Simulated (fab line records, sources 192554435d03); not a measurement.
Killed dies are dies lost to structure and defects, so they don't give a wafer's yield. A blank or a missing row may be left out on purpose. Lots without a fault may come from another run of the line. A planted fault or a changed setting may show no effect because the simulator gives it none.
Chamber matching | flow n5_finfet | N5_BEOL_M7_ILD_DEP_00 on pecvd-02: 3 sister chambers
The step deposits SiCOH lowk from DEMS/porogen, target thk 179.75 nm, time 33.4 s. 20 wafers are shown with their chamber, then 10 later ones without.

WAFERS WITH THEIR CHAMBER
wafer  | chamber | throttle_valve_pct (%) | heater_power_w (W) | showerhead_plenum_p_Torr (Torr)
L077.2 | 0       | 14.5                   | 334                | 5.728
L077.3 | 2       | 13.3                   | 269                | 5.735
L077.4 | 2       | 13.5                   | 272                | 5.749
L081.1 | 0       | 14.3                   | 294                | 5.743
L081.5 | 0       | 14.5                   | 292                | 5.742
L081.6 | 2       | 13.4                   | 284                | 5.724
L083.2 | 2       | 13.2                   | 286                | 5.721
L083.4 | 1       | 14.6                   | 360                | 5.732
L083.6 | 2       | 13.4                   | 285                | 5.728
L082.1 | 1       | 14.4                   | 384                | 5.763
L082.4 | 0       | 14.5                   | 340                | 5.730
L082.6 | 1       | 14.4                   | 391                | 5.757
L086.3 | 0       | 14.7                   | 353                | 5.723
L086.4 | 1       | 14.5                   | 381                | 5.745
L086.6 | 0       | 14.6                   | 345                | 5.733
L091.1 | 1       | 14.4                   | 357                | 5.752
L091.4 | 0       | 14.5                   | 355                | 5.723
L091.5 | 1       | 14.5                   | 360                | 5.727
L095.1 | 1       | 14.5                   | 356                | 5.744
L095.2 | 2       | 13.9                   | 241                | 5.734

SIGNATURES (means of the wafers above)
reading                  | chamber 0 | chamber 1 | chamber 2 | scatter within a chamber
throttle_valve_pct       | 14.514    | 14.471    | 13.450    | 0.157
heater_power_w           | 330.43    | 369.86    | 272.83    | 20.3
showerhead_plenum_p_Torr | 5.73171   | 5.74571   | 5.73183   | 0.0106
Rule: a wafer's distance from a chamber is the root of the sum, over the readings, of the square of ((its reading less the chamber's mean) divided by the reading's scatter). The wafer belongs to the nearest chamber; if the next one is less than 2 further off, it can't be placed. The scatter: the root of (the sum of the squares of (reading less its chamber's mean) over the shown wafers, divided by (wafers less chambers)).

WAFERS WITHOUT THEIR CHAMBER
wafer  | throttle_valve_pct (%) | heater_power_w (W) | showerhead_plenum_p_Torr (Torr)
L095.3 | 14.7                   | 350                | 5.739
L094.2 | 13.4                   | 258                | 5.715
L094.3 | 14.5                   | 335                | 5.742
L094.6 | 13.6                   | 259                | 5.746
L096.1 | 13.9                   | 225                | 5.729
L096.4 | 13.7                   | 234                | 5.741
L096.5 | 14.4                   | 363                | 5.742
L097.2 | 14.5                   | 348                | 5.727
L097.4 | 13.7                   | 251                | 5.733
L097.5 | 14.5                   | 367                | 5.769

WHICH CHAMBER EACH WENT THROUGH
wafer  | from the rows above     | in truth
L095.3 | can't be placed: 0 or 1 | 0
L094.2 | 2                       | 2
L094.3 | can't be placed: 0 or 1 | 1
L094.6 | 2                       | 2
L096.1 | 2                       | 2
L096.4 | 2                       | 2
L096.5 | can't be placed: 1 or 0 | 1
L097.2 | can't be placed: 0 or 1 | 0
L097.4 | 2                       | 2
L097.5 | can't be placed: 1 or 0 | 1
Placed correctly: 5 of 10. Can't be placed from these rows: 5 (the true chamber is among the candidates in 5). Placed wrongly: 0.
